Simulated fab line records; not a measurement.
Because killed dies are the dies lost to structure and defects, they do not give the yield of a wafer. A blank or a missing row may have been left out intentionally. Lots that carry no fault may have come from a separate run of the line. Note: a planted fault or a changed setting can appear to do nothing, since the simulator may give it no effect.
fab line records -- flow n5_finfet
record lots=24, wafers=72, last_day=18
route steps=1938 shown BEOL_M5@1170 BEOL_M6@1195
lots that met no fault: from a run of the same line without faults
start_h: hours from the record's first day to the start of the lot's first wafer shown -- wait_h: hours from the lot's prior step to this one -- " as in the row above -- L1.1+2: several wafers, shown together as one row -- - no value, or no start was given -- * or withheld: withheld -- < > ~ a bound
route shown NAME@n: NAME is a module with steps in the file, n the number in the route of the first one -- usual: mean and standard deviation over wafers with no fault -- same: alike in all rows -- chamber/n: place in a boat -- sites: readings site by site -- _std_site: the values' standard deviation -- _edge_site: the outer-site mean with the inner-site mean subtracted -- radius_mm: for every site, how far away it sits from the centre of the wafer -- mask NAME#n: copy n -- behind: the last tool/chamber to shape the wafer -- hold: what put the lot on hold/how long, in hours/how the hold closed -- device: transistor that didn't switch, given as n, p or np -- end of line: the tests these same wafers got at the end of their route -- where a step has no rows: the recipe by itself -- killed: dies lost to structure and defects at the first sort, not the wafer's yield -- map: per-die view of a wafer (x killed, . not killed, _ where there is no die)
set.NAME: setting as actually run; set.NAME@STEP: the setting as run at that earlier step -- model.NAME: the simulator's own value behind a step, which no gauge read
a sample of lots followed through the steps of the route, with each step as a table and each wafer as a row
services: when a tool's chamber went out of use (start_h, in hours from the record's first day, below 0 if earlier), for how many hours, and the reason
## steps
# step N5_BEOL_M5_DEGAS_44
# recipe ambient=vacuum, temp_c=250, time_s=60
# usual heater_power_w=321/36
lot.wafer,tool,chamber,start_h,wait_h,heater_power_w
L074.1,pvd_sputter-01,-,164.91,0.4,330
L074.2,pvd_sputter-01,-,164.91,0.4,342
L074.3,pvd_sputter-01,-,164.91,0.4,291
L075.1,pvd_sputter-01,-,173.06,0.4,297
L075.4,pvd_sputter-01,-,173.06,0.4,353
L075.6,pvd_sputter-01,-,173.06,0.4,321
L077.4,pvd_sputter-03,-,186.86,0.1,263
L077.5,pvd_sputter-03,-,186.86,0.1,259
L077.6,pvd_sputter-03,-,186.86,0.1,304
L076.3,pvd_sputter-03,-,189.99,0.3,282
L076.4,pvd_sputter-03,-,189.99,0.3,303
L076.5,pvd_sputter-03,-,189.99,0.3,310
L079.1,pvd_sputter-03,-,197.10,0.3,314
L079.2,pvd_sputter-03,-,197.10,0.3,264
L079.3,pvd_sputter-03,-,197.10,0.3,277
L078.2,pvd_sputter-03,-,204.10,0.6,307
L078.4,pvd_sputter-03,-,204.10,0.6,273
L078.5,pvd_sputter-03,-,204.10,0.6,393
L080.2,pvd_sputter-01,-,219.61,1.7,323
L080.4,pvd_sputter-01,-,219.61,1.7,325
L080.5,pvd_sputter-01,-,219.61,1.7,335
L081.2,pvd_sputter-03,-,220.91,1.1,314
L081.3,pvd_sputter-03,-,220.91,1.1,384
L081.5,pvd_sputter-03,-,220.91,1.1,254
L083.1,pvd_sputter-02,-,221.02,0.8,341
L083.3,pvd_sputter-02,-,221.02,0.8,353
L083.4,pvd_sputter-02,-,221.02,0.8,351
L082.1,pvd_sputter-01,-,226.68,0.3,289
L082.4,pvd_sputter-01,-,226.68,0.3,320
L082.6,pvd_sputter-01,-,226.68,0.3,324
L084.1,pvd_sputter-01,-,237.26,0.3,347
L084.4,pvd_sputter-01,-,237.26,0.3,331
L084.6,pvd_sputter-01,-,237.26,0.3,353
L085.1,pvd_sputter-03,-,245.07,2.1,266
L085.2,pvd_sputter-03,-,245.07,2.1,275
L085.3,pvd_sputter-03,-,245.07,2.1,381
L086.3,pvd_sputter-01,-,250.15,0.2,350
L086.4,pvd_sputter-01,-,250.15,0.2,325
L086.6,pvd_sputter-01,-,250.15,0.2,352
L087.2,pvd_sputter-03,-,260.00,0.5,267
L087.3,pvd_sputter-03,-,260.00,0.5,281
L087.4,pvd_sputter-03,-,260.00,0.5,305
L088.3,pvd_sputter-02,-,265.88,0.2,339
L088.4,pvd_sputter-02,-,265.88,0.2,331
L088.5,pvd_sputter-02,-,265.88,0.2,342
L089.2,pvd_sputter-02,-,266.18,0.2,331
L089.4,pvd_sputter-02,-,266.18,0.2,337
L089.5,pvd_sputter-02,-,266.18,0.2,365
L090.1,pvd_sputter-02,-,284.19,0.4,338
L090.2,pvd_sputter-02,-,284.19,0.4,337
L090.3,pvd_sputter-02,-,284.19,0.4,316
L091.1,pvd_sputter-01,-,292.53,0.3,285
L091.5,pvd_sputter-01,-,292.53,0.3,327
L091.6,pvd_sputter-01,-,292.53,0.3,297
L092.1,pvd_sputter-03,-,295.78,0.4,281
L092.3,pvd_sputter-03,-,295.78,0.4,262
L092.4,pvd_sputter-03,-,295.78,0.4,312
L094.2,pvd_sputter-03,-,295.86,0.3,314
L094.3,pvd_sputter-03,-,295.86,0.3,386
L094.5,pvd_sputter-03,-,295.86,0.3,307
L093.2,pvd_sputter-01,-,301.22,0.5,333
L093.4,pvd_sputter-01,-,301.22,0.5,295
L093.6,pvd_sputter-01,-,301.22,0.5,285
L095.1,pvd_sputter-03,-,306.88,0.3,309
L095.4,pvd_sputter-03,-,306.88,0.3,274
L095.6,pvd_sputter-03,-,306.88,0.3,306
L096.1,pvd_sputter-02,-,321.06,0.3,343
L096.4,pvd_sputter-02,-,321.06,0.3,340
L096.6,pvd_sputter-02,-,321.06,0.3,322
L097.2,pvd_sputter-03,-,336.80,0.4,378
L097.5,pvd_sputter-03,-,336.80,0.4,378
L097.6,pvd_sputter-03,-,336.80,0.4,280
# step N5_BEOL_M5_ANNEAL_84
# recipe temp_c=400, time_s=1800, ambient=vacuum
# usual heater_power_w=800/85
lot.wafer,tool,chamber,start_h,wait_h,heater_power_w
L074.1,pvd_sputter-01,-,168.06,0.0,821
L074.2,pvd_sputter-01,-,168.06,0.0,736
L074.3,pvd_sputter-01,-,168.06,0.0,869
L075.1,pvd_sputter-01,-,176.04,0.0,865
L075.4,pvd_sputter-01,-,176.04,0.0,794
L075.6,pvd_sputter-01,-,176.04,0.0,819
L077.4,pvd_sputter-02,-,191.07,0.0,842
L077.5,pvd_sputter-02,-,191.07,0.0,885
L077.6,pvd_sputter-02,-,191.07,0.0,862
L076.3,pvd_sputter-03,-,194.80,0.0,685
L076.4,pvd_sputter-03,-,194.80,0.0,770
L076.5,pvd_sputter-03,-,194.80,0.0,671
L079.1,pvd_sputter-01,-,200.09,0.0,816
L079.2,pvd_sputter-01,-,200.09,0.0,711
L079.3,pvd_sputter-01,-,200.09,0.0,791
L078.2,pvd_sputter-03,-,207.08,0.0,696
L078.4,pvd_sputter-03,-,207.08,0.0,659
L078.5,pvd_sputter-03,-,207.08,0.0,950
L080.2,pvd_sputter-01,-,222.74,0.0,806
L080.4,pvd_sputter-01,-,222.74,0.0,723
L080.5,pvd_sputter-01,-,222.74,0.0,719
L081.2,pvd_sputter-02,-,223.97,0.0,824
L081.3,pvd_sputter-02,-,223.97,0.0,852
L081.5,pvd_sputter-02,-,223.97,0.0,872
L083.1,pvd_sputter-03,-,224.10,0.0,773
L083.3,pvd_sputter-03,-,224.10,0.0,651
L083.4,pvd_sputter-03,-,224.10,0.0,680
L082.1,pvd_sputter-01,-,230.09,0.0,859
L082.4,pvd_sputter-01,-,230.09,0.0,823
L082.6,pvd_sputter-01,-,230.09,0.0,868
L084.1,pvd_sputter-03,-,240.50,0.0,701
L084.4,pvd_sputter-03,-,240.50,0.0,771
L084.6,pvd_sputter-03,-,240.50,0.0,765
L085.1,pvd_sputter-03,-,248.14,0.0,764
L085.2,pvd_sputter-03,-,248.14,0.0,978
L085.3,pvd_sputter-03,-,248.14,0.0,654
L086.3,pvd_sputter-03,-,253.01,0.0,952
L086.4,pvd_sputter-03,-,253.01,0.0,699
L086.6,pvd_sputter-03,-,253.01,0.0,692
L087.2,pvd_sputter-01,-,267.21,0.0,855
L087.3,pvd_sputter-01,-,267.21,0.0,781
L087.4,pvd_sputter-01,-,267.21,0.0,829
L089.2,pvd_sputter-02,-,269.13,0.0,824
L089.4,pvd_sputter-02,-,269.13,0.0,839
L089.5,pvd_sputter-02,-,269.13,0.0,865
L088.3,pvd_sputter-03,-,274.70,0.0,633
L088.4,pvd_sputter-03,-,274.70,0.0,786
L088.5,pvd_sputter-03,-,274.70,0.0,954
L090.1,pvd_sputter-02,-,287.06,0.0,861
L090.2,pvd_sputter-02,-,287.06,0.0,821
L090.3,pvd_sputter-02,-,287.06,0.0,884
L091.1,pvd_sputter-01,-,297.07,0.0,723
L091.5,pvd_sputter-01,-,297.07,0.0,843
L091.6,pvd_sputter-01,-,297.07,0.0,723
L094.2,pvd_sputter-03,-,300.86,0.0,784
L094.3,pvd_sputter-03,-,300.86,0.0,678
L094.5,pvd_sputter-03,-,300.86,0.0,684
L093.2,pvd_sputter-01,-,304.43,0.0,753
L093.4,pvd_sputter-01,-,304.43,0.0,796
L093.6,pvd_sputter-01,-,304.43,0.0,714
L095.1,pvd_sputter-03,-,309.83,0.0,952
L095.4,pvd_sputter-03,-,309.83,0.0,652
L095.6,pvd_sputter-03,-,309.83,0.0,696
L092.1,pvd_sputter-02,-,318.09,0.0,843
L092.3,pvd_sputter-02,-,318.09,0.0,839
L092.4,pvd_sputter-02,-,318.09,0.0,898
L096.1,pvd_sputter-01,-,324.08,0.0,817
L096.4,pvd_sputter-01,-,324.08,0.0,883
L096.6,pvd_sputter-01,-,324.08,0.0,741
L097.2,pvd_sputter-01,-,339.75,0.0,819
L097.5,pvd_sputter-01,-,339.75,0.0,823
L097.6,pvd_sputter-01,-,339.75,0.0,732
# step N5_BEOL_M5_ANNEAL_89
# recipe temp_c=400, time_s=1800, ambient=vacuum
# usual heater_power_w=798/84
lot.wafer,tool,chamber,start_h,wait_h,heater_power_w
L074.1,pvd_sputter-01,-,169.15,0.0,827
L074.2,pvd_sputter-01,-,169.15,0.0,730
L074.3,pvd_sputter-01,-,169.15,0.0,867
L075.1,pvd_sputter-01,-,177.13,0.0,859
L075.4,pvd_sputter-01,-,177.13,0.0,783
L075.6,pvd_sputter-01,-,177.13,0.0,827
L077.4,pvd_sputter-02,-,192.15,0.0,850
L077.5,pvd_sputter-02,-,192.15,0.0,894
L077.6,pvd_sputter-02,-,192.15,0.0,825
L076.3,pvd_sputter-03,-,195.89,0.0,691
L076.4,pvd_sputter-03,-,195.89,0.0,770
L076.5,pvd_sputter-03,-,195.89,0.0,693
L079.1,pvd_sputter-01,-,201.18,0.0,817
L079.2,pvd_sputter-01,-,201.18,0.0,718
L079.3,pvd_sputter-01,-,201.18,0.0,810
L078.2,pvd_sputter-03,-,208.16,0.0,673
L078.4,pvd_sputter-03,-,208.16,0.0,647
L078.5,pvd_sputter-03,-,208.16,0.0,936
L080.2,pvd_sputter-01,-,223.83,0.0,805
L080.4,pvd_sputter-01,-,223.83,0.0,743
L080.5,pvd_sputter-01,-,223.83,0.0,725
L081.2,pvd_sputter-02,-,225.06,0.0,826
L081.3,pvd_sputter-02,-,225.06,0.0,817
L081.5,pvd_sputter-02,-,225.06,0.0,879
L083.1,pvd_sputter-03,-,225.19,0.0,773
L083.3,pvd_sputter-03,-,225.19,0.0,653
L083.4,pvd_sputter-03,-,225.19,0.0,691
L082.1,pvd_sputter-01,-,231.18,0.0,862
L082.4,pvd_sputter-01,-,231.18,0.0,814
L082.6,pvd_sputter-01,-,231.18,0.0,859
L084.1,pvd_sputter-03,-,241.59,0.0,700
L084.4,pvd_sputter-03,-,241.59,0.0,779
L084.6,pvd_sputter-03,-,241.59,0.0,786
L085.1,pvd_sputter-03,-,249.23,0.0,770
L085.2,pvd_sputter-03,-,249.23,0.0,937
L085.3,pvd_sputter-03,-,249.23,0.0,640
L086.3,pvd_sputter-03,-,254.10,0.0,962
L086.4,pvd_sputter-03,-,254.10,0.0,687
L086.6,pvd_sputter-03,-,254.10,0.0,701
L087.2,pvd_sputter-01,-,268.29,0.0,875
L087.3,pvd_sputter-01,-,268.29,0.0,818
L087.4,pvd_sputter-01,-,268.29,0.0,808
L089.2,pvd_sputter-02,-,270.22,0.0,863
L089.4,pvd_sputter-02,-,270.22,0.0,841
L089.5,pvd_sputter-02,-,270.22,0.0,859
L088.3,pvd_sputter-03,-,275.79,0.0,634
L088.4,pvd_sputter-03,-,275.79,0.0,771
L088.5,pvd_sputter-03,-,275.79,0.0,942
L090.1,pvd_sputter-02,-,288.14,0.0,844
L090.2,pvd_sputter-02,-,288.14,0.0,797
L090.3,pvd_sputter-02,-,288.14,0.0,879
L091.1,pvd_sputter-01,-,298.15,0.0,728
L091.5,pvd_sputter-01,-,298.15,0.0,799
L091.6,pvd_sputter-01,-,298.15,0.0,727
L094.2,pvd_sputter-03,-,301.94,0.0,784
L094.3,pvd_sputter-03,-,301.94,0.0,676
L094.5,pvd_sputter-03,-,301.94,0.0,685
L093.2,pvd_sputter-01,-,305.52,0.0,739
L093.4,pvd_sputter-01,-,305.52,0.0,795
L093.6,pvd_sputter-01,-,305.52,0.0,733
L095.1,pvd_sputter-03,-,310.91,0.0,942
L095.4,pvd_sputter-03,-,310.91,0.0,652
L095.6,pvd_sputter-03,-,310.91,0.0,673
L092.1,pvd_sputter-02,-,319.18,0.0,837
L092.3,pvd_sputter-02,-,319.18,0.0,840
L092.4,pvd_sputter-02,-,319.18,0.0,876
L096.1,pvd_sputter-01,-,325.16,0.0,836
L096.4,pvd_sputter-01,-,325.16,0.0,889
L096.6,pvd_sputter-01,-,325.16,0.0,725
L097.2,pvd_sputter-01,-,340.83,0.0,815
L097.5,pvd_sputter-01,-,340.83,0.0,811
L097.6,pvd_sputter-01,-,340.83,0.0,718
# step N5_BEOL_M5_DEP_56
# recipe material=SiCN, target_thk_a=80, temp_c=withheld, precursor=3MS/NH3, pressure_torr=3, rf_w=202, time_s=14
# usual showerhead_plenum_p_Torr=3.667/0.015, throttle_valve_pct=9.1/0.35
lot.wafer,tool,chamber,start_h,wait_h,showerhead_plenum_p_Torr,throttle_valve_pct
L074.1,pecvd-03,0,171.25,0.0,3.652,9.2
L074.2,pecvd-03,1,171.25,0.0,3.671,9.5
L074.3,pecvd-03,2,171.25,0.0,3.661,8.3
L075.1,pecvd-02,0,179.22,0.0,3.678,9.2
L075.4,pecvd-02,1,179.22,0.0,3.682,9.3
L075.6,pecvd-02,0,179.22,0.0,3.677,9.2
L077.4,pecvd-01,0,194.16,0.0,3.683,8.9
L077.5,pecvd-01,2,194.16,0.0,3.666,8.7
L077.6,pecvd-01,1,194.16,0.0,3.671,8.6
L076.3,pecvd-03,1,197.95,0.0,3.673,9.5
L076.4,pecvd-03,2,197.95,0.0,3.664,8.6
L076.5,pecvd-03,1,197.95,0.0,3.676,9.5
L079.1,pecvd-01,0,203.33,0.0,3.692,8.9
L079.2,pecvd-01,1,203.33,0.0,3.667,8.8
L079.3,pecvd-01,0,203.33,0.0,3.677,8.8
L078.2,pecvd-02,2,211.18,0.0,3.649,9.1
L078.4,pecvd-02,0,211.18,0.0,3.676,9.2
L078.5,pecvd-02,1,211.18,0.0,3.678,9.1
L080.2,pecvd-01,0,225.85,0.0,3.686,8.8
L080.4,pecvd-01,1,225.85,0.0,3.657,8.4
L080.5,pecvd-01,0,225.85,0.0,3.681,8.8
L081.2,pecvd-02,0,227.07,0.0,3.678,9.3
L081.3,pecvd-02,2,227.07,0.0,3.646,8.8
L081.5,pecvd-02,0,227.07,0.0,3.671,9.2
L083.1,pecvd-03,0,227.20,0.0,3.645,9.2
L083.3,pecvd-03,2,227.20,0.0,3.665,8.5
L083.4,pecvd-03,1,227.20,0.0,3.674,9.5
L082.1,pecvd-02,2,233.19,0.0,3.651,9.4
L082.4,pecvd-02,0,233.19,0.0,3.682,9.3
L082.6,pecvd-02,1,233.19,0.0,3.691,9.3
L084.1,pecvd-02,0,243.59,0.0,3.677,9.5
L084.4,pecvd-02,1,243.59,0.0,3.690,9.5
L084.6,pecvd-02,2,243.59,0.0,3.635,9.1
L085.1,pecvd-03,1,251.38,0.0,3.660,9.1
L085.2,pecvd-03,2,251.38,0.0,3.667,8.6
L085.3,pecvd-03,0,251.38,0.0,3.655,9.3
L086.3,pecvd-02,1,256.48,0.0,3.682,9.6
L086.4,pecvd-02,0,256.48,0.0,3.679,9.4
L086.6,pecvd-02,1,256.48,0.0,3.690,9.5
L087.2,pecvd-02,2,270.29,0.0,3.630,8.9
L087.3,pecvd-02,1,270.29,0.0,3.692,9.4
L087.4,pecvd-02,2,270.29,0.0,3.636,9.2
L089.2,pecvd-01,1,272.31,0.0,3.658,8.5
L089.4,pecvd-01,1,272.31,0.0,3.661,8.7
L089.5,pecvd-01,0,272.31,0.0,3.682,9.0
L088.3,pecvd-03,0,277.98,0.0,3.649,9.0
L088.4,pecvd-03,1,277.98,0.0,3.667,9.3
L088.5,pecvd-03,2,277.98,0.0,3.676,8.7
L090.1,pecvd-03,0,290.14,0.0,3.646,9.0
L090.2,pecvd-03,1,290.14,0.0,3.658,9.6
L090.3,pecvd-03,2,290.14,0.0,3.660,8.5
L091.1,pecvd-03,0,300.16,0.0,3.652,9.1
L091.5,pecvd-03,2,300.16,0.0,3.669,8.7
L091.6,pecvd-03,1,300.16,0.0,3.662,9.3
L094.2,pecvd-02,2,303.94,0.0,3.644,9.1
L094.3,pecvd-02,1,303.94,0.0,3.680,9.4
L094.5,pecvd-02,2,303.94,0.0,3.627,9.3
L093.2,pecvd-01,2,307.51,0.0,3.670,8.4
L093.4,pecvd-01,1,307.51,0.0,3.664,8.6
L093.6,pecvd-01,2,307.51,0.0,3.673,8.6
L095.1,pecvd-03,0,312.91,0.0,3.661,9.3
L095.4,pecvd-03,1,312.91,0.0,3.677,9.2
L095.6,pecvd-03,0,312.91,0.0,3.657,8.8
L092.1,pecvd-03,1,321.17,0.0,3.663,9.2
L092.3,pecvd-03,2,321.17,0.0,3.663,8.4
L092.4,pecvd-03,0,321.17,0.0,3.649,9.1
L096.1,pecvd-03,0,327.16,0.0,3.651,9.3
L096.4,pecvd-03,1,327.16,0.0,3.673,9.5
L096.6,pecvd-03,0,327.16,0.0,3.649,9.2
L097.2,pecvd-02,1,343.14,0.0,3.683,9.3
L097.5,pecvd-02,0,343.14,0.0,3.678,8.9
L097.6,pecvd-02,1,343.14,0.0,3.691,9.6
# step N5_BEOL_M5_RS_MEAS_57
# recipe thk_meas_gauge=four-point-probe, reads=Co_of_BEOL_M5_CO_CAP_78+Cu_of_BEOL_M5_ECD_50+Co_of_BEOL_M5_CVD_47+TaN_of_BEOL_M5_ALD_86
# usual M5_RS=0.391/0.016
lot.wafer,tool,chamber,start_h,wait_h,M5_RS[ohm/sq]
L074.1,film_metro-01,-,171.32,0.0,0.376
L074.2,film_metro-01,-,171.32,0.0,0.386
L074.3,film_metro-01,-,171.32,0.0,0.405
L075.1,film_metro-01,-,179.31,0.1,0.385
L075.4,film_metro-01,-,179.31,0.1,0.380
L075.6,film_metro-01,-,179.31,0.1,0.365
L077.4,film_metro-01,-,194.22,0.0,0.418
L077.5,film_metro-01,-,194.22,0.0,0.386
L077.6,film_metro-01,-,194.22,0.0,0.391
L076.3,film_metro-01,-,198.02,0.1,0.434
L076.4,film_metro-01,-,198.02,0.1,0.411
L076.5,film_metro-01,-,198.02,0.1,0.426
L079.1,film_metro-01,-,203.41,0.1,0.372
L079.2,film_metro-01,-,203.41,0.1,0.396
L079.3,film_metro-01,-,203.41,0.1,0.402
L078.2,film_metro-02,-,211.24,0.1,0.409
L078.4,film_metro-02,-,211.24,0.1,0.397
L078.5,film_metro-02,-,211.24,0.1,0.396
L080.2,film_metro-01,-,225.93,0.1,0.383
L080.4,film_metro-01,-,225.93,0.1,0.381
L080.5,film_metro-01,-,225.93,0.1,0.383
L081.2,film_metro-02,-,227.14,0.1,0.387
L081.3,film_metro-02,-,227.14,0.1,0.384
L081.5,film_metro-02,-,227.14,0.1,0.400
L083.1,film_metro-02,-,227.27,0.0,0.387
L083.3,film_metro-02,-,227.27,0.0,0.399
L083.4,film_metro-02,-,227.27,0.0,0.414
L082.1,film_metro-01,-,233.25,0.0,0.397
L082.4,film_metro-01,-,233.25,0.0,0.396
L082.6,film_metro-01,-,233.25,0.0,0.430
L084.1,film_metro-02,-,243.65,0.0,0.390
L084.4,film_metro-02,-,243.65,0.0,0.369
L084.6,film_metro-02,-,243.65,0.0,0.402
L085.1,film_metro-02,-,251.45,0.0,0.388
L085.2,film_metro-02,-,251.45,0.0,0.422
L085.3,film_metro-02,-,251.45,0.0,0.383
L086.3,film_metro-02,-,256.55,0.1,0.386
L086.4,film_metro-02,-,256.55,0.1,0.398
L086.6,film_metro-02,-,256.55,0.1,0.376
L087.2,film_metro-01,-,270.35,0.1,0.386
L087.3,film_metro-01,-,270.35,0.1,0.370
L087.4,film_metro-01,-,270.35,0.1,0.381
L089.2,film_metro-01,-,272.39,0.1,0.360
L089.4,film_metro-01,-,272.39,0.1,0.422
L089.5,film_metro-01,-,272.39,0.1,0.373
L088.3,film_metro-02,-,278.05,0.1,0.381
L088.4,film_metro-02,-,278.05,0.1,0.419
L088.5,film_metro-02,-,278.05,0.1,0.386
L090.1,film_metro-01,-,290.21,0.0,0.412
L090.2,film_metro-01,-,290.21,0.0,0.383
L090.3,film_metro-01,-,290.21,0.0,0.374
L091.1,film_metro-01,-,300.23,0.0,0.382
L091.5,film_metro-01,-,300.23,0.0,0.386
L091.6,film_metro-01,-,300.23,0.0,0.373
L094.2,film_metro-02,-,304.01,0.1,0.386
L094.3,film_metro-02,-,304.01,0.1,0.411
L094.5,film_metro-02,-,304.01,0.1,0.387
L093.2,film_metro-01,-,307.58,0.1,0.393
L093.4,film_metro-01,-,307.58,0.1,0.391
L093.6,film_metro-01,-,307.58,0.1,0.385
L095.1,film_metro-02,-,312.98,0.0,0.360
L095.4,film_metro-02,-,312.98,0.0,0.370
L095.6,film_metro-02,-,312.98,0.0,0.387
L092.1,film_metro-01,-,321.24,0.0,0.367
L092.3,film_metro-01,-,321.24,0.0,0.386
L092.4,film_metro-01,-,321.24,0.0,0.390
L096.1,film_metro-01,-,327.23,0.0,0.401
L096.4,film_metro-01,-,327.23,0.0,0.377
L096.6,film_metro-01,-,327.23,0.0,0.384
L097.2,film_metro-02,-,343.22,0.1,0.399
L097.5,film_metro-02,-,343.22,0.1,0.386
L097.6,film_metro-02,-,343.22,0.1,0.404
# step N5_BEOL_M6_CURE_74
# recipe temp_c=385, time_s=240, ambient=He/Ar, material=SiCOH_lowk
# usual lamp_power_pct=52.31/0.055, wafer_temp_C_max=387.2/0.72
lot.wafer,tool,chamber,start_h,wait_h,lamp_power_pct,wafer_temp_C_max
L074.1,uv_cure-02,2,171.45,0.0,52.26,386.4
L074.2,uv_cure-02,2,171.45,0.0,52.31,387.0
L074.3,uv_cure-02,2,171.45,0.0,52.36,386.9
L075.1,uv_cure-01,0,179.43,0.0,52.40,388.3
L075.4,uv_cure-01,0,179.43,0.0,52.31,388.0
L075.6,uv_cure-01,0,179.43,0.0,52.33,388.7
L077.4,uv_cure-01,0,194.58,0.3,52.20,388.5
L077.5,uv_cure-01,0,194.58,0.3,52.33,387.9
L077.6,uv_cure-01,0,194.58,0.3,52.39,388.0
L076.3,uv_cure-03,2,198.46,0.4,52.25,387.0
L076.4,uv_cure-03,2,198.46,0.4,52.35,387.6
L076.5,uv_cure-03,2,198.46,0.4,52.27,386.7
L079.1,uv_cure-03,0,203.54,0.0,52.28,386.9
L079.2,uv_cure-03,0,203.54,0.0,52.29,387.3
L079.3,uv_cure-03,0,203.54,0.0,52.21,386.7
L078.2,uv_cure-03,0,211.47,0.1,52.38,386.6
L078.4,uv_cure-03,0,211.47,0.1,52.32,385.8
L078.5,uv_cure-03,0,211.47,0.1,52.26,386.6
L080.2,uv_cure-02,1,226.14,0.1,52.23,386.3
L080.4,uv_cure-02,1,226.14,0.1,52.27,385.9
L080.5,uv_cure-02,1,226.14,0.1,52.25,386.1
L081.2,uv_cure-02,1,227.36,0.1,52.25,386.3
L081.3,uv_cure-02,1,227.36,0.1,52.27,386.1
L081.5,uv_cure-02,1,227.36,0.1,52.31,386.0
L083.1,uv_cure-03,0,227.39,0.0,52.28,386.7
L083.3,uv_cure-03,0,227.39,0.0,52.34,386.5
L083.4,uv_cure-03,0,227.39,0.0,52.38,386.2
L082.1,uv_cure-03,2,233.38,0.0,52.31,387.5
L082.4,uv_cure-03,2,233.38,0.0,52.33,386.7
L082.6,uv_cure-03,2,233.38,0.0,52.29,386.3
L084.1,uv_cure-03,0,243.78,0.0,52.37,386.2
L084.4,uv_cure-03,0,243.78,0.0,52.30,386.4
L084.6,uv_cure-03,0,243.78,0.0,52.38,387.2
L085.1,uv_cure-01,0,251.58,0.0,52.27,386.7
L085.2,uv_cure-01,0,251.58,0.0,52.18,388.0
L085.3,uv_cure-01,0,251.58,0.0,52.40,388.7
L086.3,uv_cure-03,2,256.83,0.2,52.25,387.3
L086.4,uv_cure-03,2,256.83,0.2,52.29,387.1
L086.6,uv_cure-03,2,256.83,0.2,52.29,387.6
L087.2,uv_cure-03,0,270.58,0.1,52.37,386.6
L087.3,uv_cure-03,0,270.58,0.1,52.36,386.8
L087.4,uv_cure-03,0,270.58,0.1,52.34,386.7
L089.2,uv_cure-03,1,272.60,0.1,52.33,388.3
L089.4,uv_cure-03,1,272.60,0.1,52.30,388.1
L089.5,uv_cure-03,1,272.60,0.1,52.32,388.5
L088.3,uv_cure-01,0,278.34,0.2,52.25,388.1
L088.4,uv_cure-01,0,278.34,0.2,52.44,389.1
L088.5,uv_cure-01,0,278.34,0.2,52.33,387.8
L090.1,uv_cure-02,0,290.34,0.0,52.17,387.5
L090.2,uv_cure-02,0,290.34,0.0,52.32,387.1
L090.3,uv_cure-02,0,290.34,0.0,52.29,387.2
L091.1,uv_cure-01,2,300.36,0.0,52.33,386.6
L091.5,uv_cure-01,2,300.36,0.0,52.36,386.8
L091.6,uv_cure-01,2,300.36,0.0,52.33,388.1
L094.2,uv_cure-01,1,304.21,0.1,52.36,386.9
L094.3,uv_cure-01,1,304.21,0.1,52.34,386.7
L094.5,uv_cure-01,1,304.21,0.1,52.34,387.8
L093.2,uv_cure-02,0,307.79,0.1,52.35,387.0
L093.4,uv_cure-02,0,307.79,0.1,52.30,386.9
L093.6,uv_cure-02,0,307.79,0.1,52.47,387.6
L095.1,uv_cure-01,2,313.10,0.0,52.25,387.6
L095.4,uv_cure-01,2,313.10,0.0,52.30,387.1
L095.6,uv_cure-01,2,313.10,0.0,52.32,387.5
L092.1,uv_cure-01,2,321.37,0.0,52.34,387.1
L092.3,uv_cure-01,2,321.37,0.0,52.24,388.3
L092.4,uv_cure-01,2,321.37,0.0,52.26,387.4
L096.1,uv_cure-02,1,327.38,0.1,52.29,386.3
L096.4,uv_cure-02,1,327.38,0.1,52.31,386.6
L096.6,uv_cure-02,1,327.38,0.1,52.37,386.7
L097.2,uv_cure-02,0,343.43,0.1,52.32,387.6
L097.5,uv_cure-02,0,343.43,0.1,52.27,386.9
L097.6,uv_cure-02,0,343.43,0.1,52.25,387.6
## services
tool,chamber,start_h,hours,kind
uv_cure-02,-,148.47,3.4,pm
uv_cure-03,-,159.98,1.0,pm
pecvd-03,2,165.01,2.1,scheduled_down
pecvd-02,2,166.02,23.7,repair
pecvd-03,0,175.21,5.5,scheduled_down
pecvd-01,0,175.57,5.5,scheduled_down
pecvd-01,-,188.36,0.8,repair
uv_cure-01,-,188.51,1.0,pm
pecvd-03,1,189.02,5.5,scheduled_down
pecvd-02,0,200.13,5.0,scheduled_down
pecvd-01,2,202.38,-,clean
pecvd-01,2,202.38,-,consumable_replace:showerhead
pecvd-01,2,202.38,29.0,scheduled_down
pecvd-01,2,202.38,29.0,vent_cycle
pecvd-02,-,239.60,1.0,repair
pecvd-01,-,242.73,2.0,repair
pecvd-01,1,268.27,3.6,repair
uv_cure-03,-,277.44,6.0,pm
pvd_sputter-02,-,305.99,6.3,repair
uv_cure-03,-,310.02,11.6,repair
pecvd-01,2,314.61,4.8,repair
pecvd-01,0,326.49,2.1,scheduled_down
pecvd-01,-,337.11,14.6,pm
uv_cure-01,-,341.40,4.3,pm
## key
fault none
